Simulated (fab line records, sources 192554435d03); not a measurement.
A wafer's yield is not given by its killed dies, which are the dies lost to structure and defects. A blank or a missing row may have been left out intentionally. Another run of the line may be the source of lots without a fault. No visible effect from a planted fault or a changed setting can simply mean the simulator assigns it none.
fab line records	flow n5-finfet
[record] lots = 8	wafers = 24	last-day = 15
route steps=1938 shown BEOL_M14@1757 BEOL_M15@1789 PASSIVATION@1936
lots with no fault: from the same line, run without faults
start-h: hours from the record's opening day to when the first of the lot's shown wafers began	wait-h: time in hours since the lot's previous step	" unchanged from the row above	L1.1+2: several wafers, shown together as one row	- no value present, or no start provided	* or withheld: withheld	< > ~ a bound
route shown NAME@n: NAME is a module with steps in the file, n the number in the route of the first one	usual: mean/standard deviation taken from wafers without a fault	same: alike in all rows	chamber/n: place in a boat	sites: each site's reading	_std_site: standard deviation across them	_edge_site: mean of outer sites minus mean of inner sites	radius-mm: how far each site lies from the wafer's centre	mask NAME#n: copy n	behind: the most recent tool/chamber to have shaped the wafer	hold: the reason the lot was held/the length of the hold in hours/how it ended	device: whichever transistor did not switch (one of n, p or np)	end of line: the route-end tests of the same wafers	step lacking rows: just its recipe	killed: at the first sort, the dies lost to defects and structure; wafer yield is something else	map: shows each die of a wafer: x if killed, . if not, _ if none is there
set.NAME: the setting that was run; set.NAME@STEP: the one run at that earlier step	model.NAME: the simulator's own value behind a step, which no gauge read
the route's steps for a sample of lots (tables are steps, rows are wafers)
services: the hour from which a tool's chamber was out of use, counted from the record's first day as start-h (under 0 if before that day), plus the number of hours and why
[[steps]]
[step N5_BEOL_M14_ETCH_38]
[recipe] chemistry = CF4/N2	target = SiCN	target-depth-a = 1065	taper-deg = 2	time-s = 120.6	ion-energy-ev = 150	mask-material = SiO2	pressure-mtorr = 40	source-w = 430	bias-w = 70	Ar_flow_sccm = 100	cf4-flow-sccm = 60	n2-flow-sccm = 60
[usual] drypump-motor-current-A = 5.7/0.49	oes-product-au = 0.81/0.066	rf-vpp-V = 382.2/1.9	showerhead-plenum-p-Torr = 2.20/0.075	throttle-valve-pct = 15.38/0.14	time-s = 120.6/0
lot.wafer	tool	chamber	start-h	wait-h	drypump-motor-current-A	oes-product-au	rf-hours-counter-h	rf-vpp-V	showerhead-plenum-p-Torr	throttle-valve-pct	time-s
L851.4	rie-diel-01	2	-	-	6.4	0.90	16	381.1	2.16	15.21	120.6
L851.5	"	2	"	"	6.3	0.92	-	381.7	2.16	15.22	120.6
L851.6	"	3	"	"	5.7	0.82	-	382.2	2.14	15.42	120.6
L852.2	rie-diel-02	3	-	-	4.8	0.79	100	381.2	2.13	15.55	120.6
L852.3	"	1	"	"	5.6	0.82	87	382.5	2.23	15.22	120.6
L852.4	"	2	"	"	5.8	0.78	105	383.4	2.31	15.28	120.6
L854.2	rie-diel-01	1	-	-	5.3	0.67	244	381.7	2.18	15.70	120.6
L854.4	"	3	"	"	5.7	0.81	-	381.6	2.14	15.43	120.6
L854.5	"	2	"	"	6.3	0.89	-	380.6	2.16	15.24	120.6
L853.1	rie-diel-02	3	-	-	4.7	0.79	102	379.7	2.13	15.56	120.6
L853.3	"	0	"	"	5.8	0.82	71	383.8	2.24	15.19	120.6
L853.4	"	1	"	"	5.5	0.81	89	382.5	2.23	15.24	120.6
L855.1	rie-diel-01	2	-	-	6.4	0.88	32	380.9	2.15	15.26	120.6
L855.2	"	3	"	"	5.7	0.80	73	382.1	2.14	15.45	120.6
L855.4	"	1	"	"	5.3	0.67	-	381.4	2.18	15.70	120.6
L862.2	rie-diel-02	0	-	-	5.8	0.80	96	382.7	2.23	15.26	120.6
L862.5	"	3	"	"	4.7	0.76	-	380.1	2.12	15.61	120.6
L862.6	"	0	"	"	5.8	0.79	-	382.8	2.23	15.26	120.6
L863.1	rie-diel-01	1	-	-	5.3	0.95	13	380.8	2.17	15.26	120.6
L863.3	"	3	"	"	5.7	0.77	95	381.9	2.13	15.49	120.6
L863.4	"	0	"	"	6.1	0.93	19	384.8	2.35	15.30	120.6
L864.3	rie-diel-02	3	-	-	4.7	0.75	136	381.0	2.12	15.64	120.6
L864.4	"	3	"	"	4.7	0.76	-	380.7	2.12	15.63	120.6
L864.6	"	0	"	"	5.8	0.78	-	381.4	2.23	15.27	120.6
[step N5_BEOL_M15_STRIP_63]
[recipe] chemistry = O2	power-w = 600	temp-c = 60	pressure-mtorr = 30	rf-frequency-hz = 6e+07	bias-power-w = 0	overash-fraction = 0.3	o2-flow-sccm = 225
[usual] drypump-motor-current-A = 5.6/0.51	oes-product-au = 0.82/0.11	rf-vpp-V = 3.6/0.78	showerhead-plenum-p-Torr = 2.08/0.081	temp-c = 60.01/0.12	throttle-valve-pct = 16.55/0.3
lot.wafer	tool	chamber	start-h	wait-h	drypump-motor-current-A	oes-product-au	rf-hours-counter-h	rf-vpp-V	showerhead-plenum-p-Torr	temp-c	throttle-valve-pct
L851.4	rie-diel-05	2	-	-	5.7	0.65	-	2.8	2.15	60.08	16.46
L851.5	"	0	"	"	5.5	0.87	-	4.0	2.12	60.04	16.15
L851.6	"	3	"	"	5.0	0.96	-	2.9	2.04	60.05	15.93
L852.2	rie-diel-05	1	-	-	5.8	0.99	3	2.6	2.24	60.08	16.25
L852.3	"	3	"	"	5.0	0.94	16	3.5	2.03	60.14	15.90
L852.4	"	1	"	"	5.8	0.99	-	3.9	2.24	60.16	16.25
L854.2	rie-diel-03	0	-	-	5.7	0.96	11	2.9	2.07	60.21	16.54
L854.4	"	3	"	"	5.4	0.92	-	3.9	2.06	60.06	16.60
L854.5	"	3	"	"	5.4	0.92	-	3.7	2.06	59.85	16.61
L853.1	rie-diel-04	1	-	-	5.0	0.70	188	3.9	2.00	60.03	16.74
L853.3	"	2	"	"	6.3	0.68	240	3.0	2.07	59.84	17.04
L853.4	"	0	"	"	5.1	0.69	231	2.9	1.98	59.80	16.63
L855.1	rie-diel-04	0	-	-	5.1	0.68	235	3.6	1.98	60.07	16.66
L855.2	"	2	"	"	6.3	0.67	244	4.4	2.07	59.81	17.05
L855.4	"	3	"	"	6.1	0.75	153	3.5	2.02	59.86	16.77
L862.2	rie-diel-04	2	-	-	6.3	1.01	1	3.6	2.07	59.85	16.64
L862.5	"	3	"	"	6.1	0.73	-	3.0	2.01	60.03	16.82
L862.6	"	2	"	"	6.3	1.00	-	3.3	2.07	59.89	16.62
L863.1	rie-diel-05	0	-	-	5.5	0.82	94	5.3	2.11	59.91	16.20
L863.3	"	2	"	"	5.7	0.94	17	4.9	2.14	59.77	16.08
L863.4	"	1	"	"	5.8	0.91	25	3.8	2.23	59.77	16.27
L864.3	rie-diel-03	0	-	-	5.7	0.90	30	3.5	2.06	60.05	16.57
L864.4	"	1	"	"	4.9	0.82	88	3.5	2.20	60.10	16.89
L864.6	"	2	"	"	6.6	0.72	-	2.9	2.18	60.16	16.77
[step N5_BEOL_M15_TRENCH_ETCH_34]
[recipe] chemistry = C4F8/O2/Ar	target = SiO2	target-depth-a = 8729.3	he-inner-torr = 15	he-outer-torr = 30	time-s = 199	ion-energy-ev = 800	pressure-mtorr = 20	source-w = 1905	bias-w = 2040	Ar_flow_sccm = 400	C4F8_flow_sccm = 16	O2_flow_sccm = 12
[usual] drypump-motor-current-A = 5.6/0.5	oes_ar_750_au = 0.85/0.091	oes_f_703_au = 0.86/0.092	oes-product-au = 0.85/0.096	rf-vpp-V = 2193/35	showerhead-plenum-p-Torr = 3.43/0.12	throttle-valve-pct = 30.7/0.31	time-s = 199/0
lot.wafer	tool	chamber	start-h	wait-h	drypump-motor-current-A	oes_ar_750_au	oes_f_703_au	oes-product-au	rf-hours-counter-h	rf-vpp-V	showerhead-plenum-p-Torr	throttle-valve-pct	time-s
L851.4	rie-diel-03	0	229.93	0.0	5.7	0.97	0.99	0.98	3	2170	3.37	30.8	199
L851.5	"	1	"	"	4.9	0.84	0.83	0.84	-	2235	3.59	31.1	199
L851.6	"	0	"	"	5.7	0.97	0.98	0.97	-	2170	3.37	30.8	199
L852.2	rie-diel-04	3	252.44	0.0	6.1	0.76	0.77	0.75	148	2161	3.29	30.7	199
L852.3	"	0	"	"	5.1	0.70	0.70	0.70	230	2250	3.25	30.6	199
L852.4	"	2	"	"	6.3	0.70	0.72	0.68	240	2154	3.37	31.0	199
L854.2	rie-diel-05	1	252.84	0.0	5.8	0.94	0.93	0.96	4	2237	3.66	30.7	199
L854.4	"	1	"	"	5.8	0.96	0.94	0.97	-	2241	3.66	30.7	199
L854.5	"	3	"	"	5.0	0.95	0.96	0.94	-	2163	3.36	30.1	199
L853.1	rie-diel-03	2	255.82	0.0	6.6	0.75	0.75	0.74	179	2230	3.54	30.6	199
L853.3	"	3	"	"	5.4	0.90	0.90	0.92	26	2180	3.37	31.0	199
L853.4	"	1	"	"	4.9	0.83	0.83	0.84	70	2236	3.59	31.1	199
L855.1	rie-diel-03	3	269.63	0.0	5.4	0.90	0.89	0.91	29	2181	3.37	31.0	199
L855.2	"	1	"	"	4.9	0.82	0.83	0.82	72	2235	3.59	31.1	199
L855.4	"	0	"	"	5.6	0.92	0.94	0.92	15	2168	3.36	30.8	199
L862.2	rie-diel-05	3	311.74	0.0	5.0	0.91	0.92	0.90	35	2162	3.35	30.1	139.3
L862.5	"	0	"	"	5.5	0.82	0.84	0.82	-	2218	3.47	30.3	139.3
L862.6	"	3	"	"	5.0	0.91	0.91	0.91	-	2162	3.36	30.1	139.3
L863.1	rie-diel-03	2	330.60	0.0	6.6	0.73	0.73	0.73	198	2231	3.53	30.6	139.3
L863.3	"	1	"	"	4.9	0.81	0.80	0.81	88	2235	3.58	31.1	139.3
L863.4	"	3	"	"	5.4	0.87	0.86	0.88	44	2181	3.36	31.0	139.3
L864.3	rie-diel-03	3	330.99	0.0	5.5	0.87	0.88	0.89	44	2180	3.36	31.0	139.3
L864.4	"	2	"	"	6.6	0.73	0.74	0.73	198	2230	3.53	30.6	139.3
L864.6	"	3	"	"	5.5	0.87	0.88	0.89	-	2181	3.36	31.0	139.3
[step N5_BEOL_M15_ETCH_38]
[recipe] chemistry = CF4/N2	target = SiCN	target-depth-a = 1064	taper-deg = 2	time-s = 120.5	ion-energy-ev = 150	mask-material = SiO2	pressure-mtorr = 40	source-w = 430	bias-w = 70	Ar_flow_sccm = 100	cf4-flow-sccm = 60	n2-flow-sccm = 60
[usual] drypump-motor-current-A = 5.6/0.52	oes-product-au = 0.82/0.1	rf-vpp-V = 381.9/2.1	showerhead-plenum-p-Torr = 2.19/0.081	throttle-valve-pct = 15.30/0.26	time-s = 120.5/0
lot.wafer	tool	chamber	start-h	wait-h	drypump-motor-current-A	oes-product-au	rf-hours-counter-h	rf-vpp-V	showerhead-plenum-p-Torr	throttle-valve-pct	time-s
L851.4	rie-diel-05	0	-	-	5.5	0.86	-	383.1	2.23	14.93	120.5
L851.5	"	3	"	"	5.0	0.98	-	383.3	2.16	14.75	120.5
L851.6	"	2	"	"	5.7	0.64	-	384.1	2.26	15.32	120.5
L852.2	rie-diel-03	0	-	-	5.6	0.95	12	381.7	2.16	15.21	120.5
L852.3	"	2	"	"	6.6	0.74	178	384.5	2.26	15.39	120.5
L852.4	"	0	"	"	5.7	0.94	-	381.0	2.16	15.20	120.5
L854.2	rie-diel-04	2	-	-	6.3	0.70	241	380.7	2.17	15.78	120.5
L854.4	"	1	"	"	5.0	0.70	188	378.7	2.10	15.49	120.5
L854.5	"	0	"	"	5.1	0.70	-	379.3	2.09	15.42	120.5
L853.1	rie-diel-04	3	-	-	6.1	0.76	151	380.6	2.12	15.51	120.5
L853.3	"	2	"	"	6.3	0.71	242	380.4	2.17	15.78	120.5
L853.4	"	0	"	"	5.1	0.70	233	379.8	2.09	15.41	120.5
L855.1	rie-diel-05	3	-	-	5.0	0.94	23	380.4	2.15	14.77	120.5
L855.2	"	0	"	"	5.5	0.84	77	382.5	2.23	14.96	120.5
L855.4	"	2	"	"	5.7	1.00	2	385.1	2.26	14.82	120.5
L862.2	rie-diel-03	0	-	-	5.6	0.91	27	381.5	2.15	15.25	120.5
L862.5	"	0	"	"	5.6	0.91	-	381.7	2.15	15.23	120.5
L862.6	"	3	"	"	5.4	0.90	-	380.8	2.16	15.36	120.5
L863.1	rie-diel-05	1	-	-	5.8	0.88	26	387.0	2.34	15.01	120.5
L863.3	"	0	"	"	5.5	0.82	94	383.7	2.22	14.98	120.5
L863.4	"	2	"	"	5.7	0.94	18	382.5	2.25	14.87	120.5
L864.3	rie-diel-05	0	-	-	5.5	0.82	96	383.1	2.22	15.00	120.5
L864.4	"	3	"	"	5.0	0.90	41	381.7	2.15	14.81	120.5
L864.6	"	0	"	"	5.6	0.82	-	382.7	2.22	14.99	120.5
[step N5_BEOL_M15_THK_MEAS_50]
[recipe] thk-meas-gauge = xrf	reads = Cu_of_BEOL_M15_ECD_47
[usual] M15_THK = 817/20
lot.wafer	tool	chamber	start-h	wait-h	M15_THK[nm]
L851.4	film-metro-01	-	233.77	-	828
L851.5	"	-	"	"	807
L851.6	"	-	"	"	825
L852.2	film-metro-02	-	255.99	-	810
L852.3	"	-	"	"	811
L852.4	"	-	"	"	814
L854.2	film-metro-01	-	256.81	-	789
L854.4	"	-	"	"	793
L854.5	"	-	"	"	831
L853.1	film-metro-02	-	260.89	-	804
L853.3	"	-	"	"	849
L853.4	"	-	"	"	820
L855.1	film-metro-01	-	272.58	-	841
L855.2	"	-	"	"	805
L855.4	"	-	"	"	829
L862.2	film-metro-02	-	318.88	-	576
L862.5	"	-	"	"	552
L862.6	"	-	"	"	581
L863.1	film-metro-01	-	333.64	-	562
L863.3	"	-	"	"	571
L863.4	"	-	"	"	590
L864.3	film-metro-01	-	338.66	-	591
L864.4	"	-	"	"	559
L864.6	"	-	"	"	588
[step N5_BEOL_M15_RS_MEAS_54]
[recipe] thk-meas-gauge = four-point-probe	reads = Cu_of_BEOL_M15_ECD_47+Ta_of_BEOL_M15_SPUTTER_44+TaN_of_BEOL_M15_SPUTTER_43
[usual] M15_RS = 0.0214/0.00052
lot.wafer	tool	chamber	start-h	wait-h	M15_RS[ohm/sq]
L851.4	film-metro-02	-	233.90	0.0	0.0212
L851.5	"	-	"	"	0.0217
L851.6	"	-	"	"	0.0213
L852.2	film-metro-02	-	256.12	0.1	0.0215
L852.3	"	-	"	"	0.0215
L852.4	"	-	"	"	0.0215
L854.2	film-metro-02	-	256.94	0.1	0.0222
L854.4	"	-	"	"	0.0220
L854.5	"	-	"	"	0.0212
L853.1	film-metro-01	-	261.02	0.0	0.0218
L853.3	"	-	"	"	0.0206
L853.4	"	-	"	"	0.0214
L855.1	film-metro-02	-	272.71	0.0	0.0207
L855.2	"	-	"	"	0.0218
L855.4	"	-	"	"	0.0211
L862.2	film-metro-01	-	319.01	0.1	0.0308
L862.5	"	-	"	"	0.0322
L862.6	"	-	"	"	0.0306
L863.1	film-metro-01	-	333.77	0.0	0.0316
L863.3	"	-	"	"	0.0310
L863.4	"	-	"	"	0.0301
L864.3	film-metro-02	-	338.79	0.1	0.0298
L864.4	"	-	"	"	0.0316
L864.6	"	-	"	"	0.0297
[step N5_PASSIVATION_PROBE_49]
[usual] defect-limited-yield = 91.5/1.6	killed_at_M0_to_M3 = 33/10	killed_at_M4_up = 13/5.6	killed-at-contacts = 13/6	killed-at-front-end = 39/12	killed-at-other = 3.0/2.8	killed-dies = 101/19	killed-open = 65/13	killed-short = 32/8.3	sort_bin_5_function = 5.0/1	sort_bin_6_memory = 3.1/0.69	sort_bin_8_speed = 0/0	sort-n-pass = 1079/19
[same] gross-dies = 1180	killed-at-back-side = 0	sort_bin_4_leakage[%] = 0
lot.wafer	tool	chamber	start-h	wait-h	defect-limited-yield[%]	killed_at_M0_to_M3	killed_at_M4_up	killed-at-contacts	killed-at-front-end	killed-at-other	killed-dies	killed-open	killed-short	sort_bin_5_function[%]	sort_bin_6_memory[%]	sort_bin_8_speed[%]	sort-n-pass
L851.4	prober-02	-	248.96	0.2	91.1	37	7	17	35	9	105	62	43	5.0	3.6	0	1075
L851.5	prober-02	-	249.01	0.2	93.1	31	4	21	22	4	82	51	26	4.6	2.0	0	1098
L851.6	prober-02	-	249.06	0.3	93.1	20	8	17	36	1	82	44	33	3.6	2.5	0	1098
L854.2	prober-01	-	270.50	0.2	91.1	32	12	17	37	7	105	74	25	4.9	3.5	0	1075
L854.4	prober-01	-	270.60	0.3	92.9	30	7	13	23	11	84	55	27	3.6	3.2	0	1096
L854.5	prober-01	-	270.65	0.3	92.8	21	12	9	37	6	85	58	22	4.2	2.6	0	1095
L855.1	prober-02	-	286.85	0.0	90.8	54	8	7	36	3	108	62	43	4.6	4.3	0	1072
L855.2	prober-02	-	286.90	0.1	87.6	60	18	13	47	8	146	81	60	6.9	4.4	0	1034
L855.4	prober-02	-	287.00	0.2	88.9	40	32	14	40	5	131	81	46	6.2	4.1	0	1049
L862.2	prober-02	-	338.43	0.1	91.3	32	15	4	51	1	103	52	38	3.6	3.8	0.08	1077
L862.5	prober-02	-	338.58	0.2	90.2	47	17	7	42	3	116	64	38	5.2	3.2	0.25	1064
L862.6	prober-02	-	338.63	0.3	90.7	23	26	5	53	3	110	72	27	4.7	3.6	0.25	1070
L863.1	prober-01	-	346.82	0.0	91.2	38	14	6	46	0	104	62	35	5.5	2.4	0.25	1076
L863.3	prober-01	-	346.92	0.1	91.6	37	11	11	40	0	99	58	40	4.1	3.7	0.08	1081
L863.4	prober-01	-	346.97	0.2	91.9	39	11	17	28	1	96	62	31	5.4	2.2	0.17	1084
L864.3	prober-02	-	353.86	0.1	93.2	18	12	3	47	0	80	51	24	4.1	2.3	0.25	1100
L864.4	prober-02	-	353.91	0.2	90.7	32	4	18	53	3	110	71	33	5.4	3.4	0.17	1070
L864.6	prober-02	-	354.01	0.3	92.9	34	6	7	35	2	84	42	38	4.0	2.6	0.08	1096
// killed by level:class
L851.4 BEOL_M0_SAQP:geometric-particle:open=14 MOL_CONTACT_COAG:geometric-particle:open=12 BEOL_M0_SAQP:geometric-particle:short=8 FIN_SAQP:geometric-particle:short=6 BEOL_M1:geometric-particle:open=6 DUMMY_GATE:geometric-particle:short=5 MOL_CONTACT_COAG:geometric-particle:short=5 FIN_SAQP:geometric-particle:open=4
L851.5 MOL_CONTACT_COAG:geometric-particle:open=18 BEOL_M0_SAQP:geometric-particle:open=6 BEOL_M2:geometric-particle:open=6 BEOL_M1:geometric-particle:open=4 FIN_SAQP:geometric-particle:short=3 STI_FIN_REVEAL:geometric-particle:open=3 ILD0:geometric-particle:short=3 GATE_CUT:geometric-particle:short=3
L851.6 MOL_CONTACT_COAG:geometric-particle:open=11 GATE_CUT:geometric-particle:short=8 DUMMY_GATE:geometric-particle:open=7 MOL_CONTACT_COAG:geometric-particle:short=6 FIN_SAQP:geometric-particle:open=6 FIN_SAQP:geometric-particle:short=6 BEOL_M4:geometric-particle:open=6 GATE_CUT:geometric-particle:open=3
L854.2 FIN_SAQP:geometric-particle:open=16 MOL_CONTACT_COAG:geometric-particle:open=13 FIN_SAQP:geometric-particle:short=10 BEOL_M2:geometric-particle:open=9 BEOL_M1:geometric-particle:open=6 DUMMY_GATE:geometric-particle:open=5 BEOL_M3:geometric-particle:open=5 MOL_CONTACT_COAG:geometric-particle:short=4
L854.4 MOL_CONTACT_COAG:geometric-particle:open=9 FIN_SAQP:geometric-particle:open=6 BEOL_M3:geometric-particle:open=6 BEOL_M0_SAQP:geometric-particle:open=5 BEOL_M3:geometric-particle:short=5 PASS1_DEP:geometric-particle:open=5 BEOL_M1:geometric-particle:open=4 BEOL_M5:geometric-particle:open=4
L854.5 FIN_SAQP:geometric-particle:open=12 BEOL_M3:geometric-particle:open=10 MOL_CONTACT_COAG:geometric-particle:open=8 FIN_SAQP:geometric-particle:short=5 BEOL_M2:geometric-particle:open=5 DUMMY_GATE:geometric-particle:open=4 STARTING-WAFER:geometric-particle:open=3 STI_FIN_REVEAL:geometric-particle:short=2
L855.1 BEOL_M0_SAQP:geometric-particle:open=17 BEOL_M0_SAQP:geometric-particle:short=15 BEOL_M1:geometric-particle:open=7 STARTING-WAFER:geometric-particle:open=6 BEOL_M2:geometric-particle:open=6 STI_FIN_REVEAL:geometric-particle:open=4 DUMMY_GATE:geometric-particle:open=4 MOL_CONTACT_COAG:geometric-particle:open=4
L855.2 BEOL_M0_SAQP:geometric-particle:open=20 BEOL_M0_SAQP:geometric-particle:short=17 FIN_SAQP:geometric-particle:short=10 MOL_CONTACT_COAG:geometric-particle:open=9 STI_FIN_REVEAL:geometric-particle:open=8 FIN_SAQP:geometric-particle:open=6 BEOL_M1:geometric-particle:open=6 BEOL_M2:geometric-particle:short=5
L855.4 BEOL_M4:geometric-particle:open=15 BEOL_M2:geometric-particle:open=13 BEOL_M0_SAQP:geometric-particle:short=11 MOL_CONTACT_COAG:geometric-particle:open=9 BEOL_M0_SAQP:geometric-particle:open=7 STI_FIN_REVEAL:geometric-particle:open=6 MOL_CONTACT_COAG:geometric-particle:short=5 BEOL_M4:geometric-particle:short=5
L862.2 HKMG_FIN:area-etch=11 FIN_SAQP:geometric-particle:short=9 FIN_SAQP:geometric-particle:open=7 BEOL_M0_SAQP:geometric-particle:open=7 BEOL_M0_SAQP:geometric-particle:short=7 BEOL_M1:geometric-particle:open=7 STI_FIN_REVEAL:geometric-particle:open=6 BEOL_M2:geometric-particle:open=6
L862.5 BEOL_M0_SAQP:geometric-particle:open=9 BEOL_M3:geometric-particle:open=8 BEOL_M4:geometric-particle:open=8 HKMG_FIN:area-etch=8 BEOL_M2:geometric-particle:open=7 BEOL_M1:geometric-particle:short=5 STI_FIN_REVEAL:geometric-particle:open=5 DUMMY_GATE:geometric-particle:open=5
L862.6 STI_FIN_REVEAL:geometric-particle:open=13 BEOL_M2:geometric-particle:open=10 BEOL_M4:geometric-particle:open=9 FIN_SAQP:geometric-particle:open=6 DUMMY_GATE:geometric-particle:open=6 MOL_CONTACT_COAG:geometric-particle:open=5 BEOL_M2:geometric-particle:short=5 HKMG_FIN:area-etch=5
L863.1 FIN_SAQP:geometric-particle:open=18 BEOL_M0_SAQP:geometric-particle:open=9 FIN_SAQP:geometric-particle:short=8 BEOL_M2:geometric-particle:open=8 BEOL_M0_SAQP:geometric-particle:short=8 DUMMY_GATE:geometric-particle:open=6 BEOL_M4:geometric-particle:short=5 BEOL_M1:geometric-particle:open=5
L863.3 FIN_SAQP:geometric-particle:short=12 MOL_CONTACT_COAG:geometric-particle:open=10 BEOL_M0_SAQP:geometric-particle:short=9 BEOL_M1:geometric-particle:open=8 FIN_SAQP:geometric-particle:open=7 BEOL_M0_SAQP:geometric-particle:open=7 GATE_CUT:geometric-particle:short=6 BEOL_M2:geometric-particle:open=5
L863.4 MOL_CONTACT_COAG:geometric-particle:open=14 BEOL_M0_SAQP:geometric-particle:short=12 BEOL_M0_SAQP:geometric-particle:open=7 BEOL_M2:geometric-particle:open=7 DUMMY_GATE:geometric-particle:open=6 GATE_CUT:geometric-particle:open=6 BEOL_M3:geometric-particle:open=6 BEOL_M4:geometric-particle:short=4
L864.3 FIN_SAQP:geometric-particle:open=10 FIN_SAQP:geometric-particle:short=8 STI_FIN_REVEAL:geometric-particle:open=7 BEOL_M4:geometric-particle:open=7 GATE_CUT:geometric-particle:short=6 BEOL_M1:geometric-particle:open=5 BEOL_M2:geometric-particle:open=5 STARTING-WAFER:geometric-particle:open=4
L864.4 FIN_SAQP:geometric-particle:open=19 MOL_CONTACT_COAG:geometric-particle:open=16 FIN_SAQP:geometric-particle:short=10 BEOL_M0_SAQP:geometric-particle:open=7 BEOL_M3:geometric-particle:open=6 DUMMY_GATE:geometric-particle:open=5 BEOL_M3:geometric-particle:short=5 GATE_CUT:geometric-particle:short=4
L864.6 FIN_SAQP:geometric-particle:short=8 MOL_CONTACT_COAG:geometric-particle:open=6 BEOL_M2:geometric-particle:open=6 BEOL_M3:geometric-particle:open=6 STARTING-WAFER:geometric-particle:short=6 GATE_CUT:geometric-particle:short=5 BEOL_M0_SAQP:geometric-particle:short=5 FIN_SAQP:geometric-particle:open=4
[[services]]
tool	chamber	start-h	hours	kind
rie-diel-05	1	212.43	-	clean
rie-diel-05	1	212.43	-	consumable-replace:focus-ring
rie-diel-05	1	212.43	-	consumable-replace:showerhead
rie-diel-05	1	212.43	30.8	scheduled-down
rie-diel-05	1	212.43	30.8	vent-cycle
rie-diel-01	0	239.19	-	clean
rie-diel-01	0	239.19	-	consumable-replace:focus-ring
rie-diel-01	0	239.19	-	consumable-replace:showerhead
rie-diel-01	0	239.19	32.1	scheduled-down
rie-diel-01	0	239.19	32.1	vent-cycle
rie-diel-05	2	243.42	-	clean
rie-diel-05	2	243.42	-	consumable-replace:focus-ring
rie-diel-05	2	243.42	18.1	scheduled-down
rie-diel-05	2	243.42	18.1	vent-cycle
rie-diel-02	1	259.35	18.6	repair
rie-diel-04	2	287.02	-	clean
rie-diel-04	2	287.02	-	consumable-replace:focus-ring
rie-diel-04	0	309.21	-	clean
rie-diel-04	0	309.21	-	consumable-replace:esc
rie-diel-04	0	309.21	-	consumable-replace:focus-ring
rie-diel-04	0	309.21	-	consumable-replace:showerhead
rie-diel-04	0	309.21	25.9	scheduled-down
rie-diel-04	0	309.21	25.9	vent-cycle
rie-diel-02	3	329.31	13.5	repair
[[key]]
[first-sign] step = N5_BEOL_M15_TRENCH_ETCH_34	reading = time-s	direction = down	sigmas = 99+	usual = *	struck = *
[effect] step = N5_BEOL_M15_THK_MEAS_50	reading = M15_THK	direction = down	sigmas = 12	usual = 817	struck = 574
[effect] step = N5_BEOL_M15_RS_MEAS_54	reading = M15_RS	direction = up	sigmas = 18	usual = 0.0214	struck = 0.0308
met-at N5_BEOL_M15_TRENCH_ETCH_34
struck-lots L862,L863,L864
[baseline-loss] step = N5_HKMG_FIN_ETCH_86	wafers = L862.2
not-acting-at N5_BEOL_M14_ETCH_38,N5_BEOL_M15_STRIP_63,N5_BEOL_M15_ETCH_38
onset-between 269.63 311.74
[fault] kind = recipe-version-skew	tool = rie-diel-03,rie-diel-04,rie-diel-05	chamber = -	onset-h = 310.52	steps = N5_BEOL_M15_TRENCH_ETCH_34	wrong-recipe.time-s = *
// baseline-loss: these wafers lose ten dies or more at that step, a loss of the line's own and not of a fault; the sort's usual values leave them out
